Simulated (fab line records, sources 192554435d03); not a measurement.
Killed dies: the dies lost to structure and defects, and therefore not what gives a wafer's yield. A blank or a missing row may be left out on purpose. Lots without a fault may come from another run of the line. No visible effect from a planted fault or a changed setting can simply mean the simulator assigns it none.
Chamber matching | flow n5_finfet | cmp-04 running N5_MOL_CONTACT_COAG_CMP_28: 4 sister chambers
The step polishes, stops on SiNx, t overpolish 0.85 s, target thk 14.522 nm. 16 wafers are shown with their chamber, then 8 later ones without.

WAFERS, EACH WITH ITS CHAMBER
wafer  | chamber | motor_current_A (A) | time_to_endpoint_s (s)
L075.3 | 0       | 11.1                | 9.9
L075.4 | 1       | 13.8                | 4.1
L075.6 | 0       | 10.9                | 9.2
L089.3 | 1       | 12.8                | 4.1
L089.4 | 2       | 11.8                | 2.9
L089.5 | 3       | 11.0                | 1.5
L090.3 | 3       | 11.8                | 5.0
L090.4 | 2       | 12.2                | 3.2
L090.6 | 0       | 11.2                | 8.0
L092.1 | 1       | 13.5                | 2.7
L092.4 | 0       | 11.2                | 8.7
L092.6 | 0       | 10.1                | 7.4
L091.2 | 2       | 12.0                | 6.3
L091.4 | 3       | 11.1                | 6.0
L091.5 | 1       | 13.3                | 3.5
L093.1 | 1       | 13.2                | 4.4

SIGNATURES (averages over the wafers above)
reading            | chamber 0 | chamber 1 | chamber 2 | chamber 3 | scatter within a chamber
motor_current_A    | 10.900    | 13.320    | 12.000    | 11.300    | 0.395
time_to_endpoint_s | 8.640     | 3.760     | 4.133     | 4.167     | 1.41
Rule: distance of a wafer from a chamber = root of the sum over the readings of ((wafer's reading minus chamber's mean) / reading's scatter) squared. If the next closest chamber is less than 2 further off than the closest, the wafer can't be placed; otherwise it belongs to the closest. How the scatter is found: for the shown wafers, subtract from each reading the mean of its chamber, square and add these, divide the total by (wafers less chambers), then take the root.

WAFERS WITHOUT THEIR CHAMBER
wafer  | motor_current_A (A) | time_to_endpoint_s (s)
L093.2 | 12.2                | 5.5
L093.6 | 12.6                | 3.2
L096.1 | 10.4                | 10.1
L096.2 | 13.3                | 2.9
L096.5 | 13.3                | 2.5
L097.1 | 11.6                | 4.5
L097.2 | 10.7                | 9.9
L097.4 | 12.3                | 9.4

EACH ONE'S CHAMBER
wafer  | from the rows above               | in truth
L093.2 | can't be placed: 2 or 3           | 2
L093.6 | can't be placed: 2 or 1 or 3      | 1
L096.1 | 0                                 | 0
L096.2 | 1                                 | 1
L096.5 | 1                                 | 1
L097.1 | can't be placed: 3 or 2           | 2
L097.2 | 0                                 | 0
L097.4 | can't be placed: 0 or 2 or 3 or 1 | 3
4 of 8 placed correctly. Unplaceable from these rows: 4, with the true chamber sitting among the candidates in 4. Placed wrongly: 0.
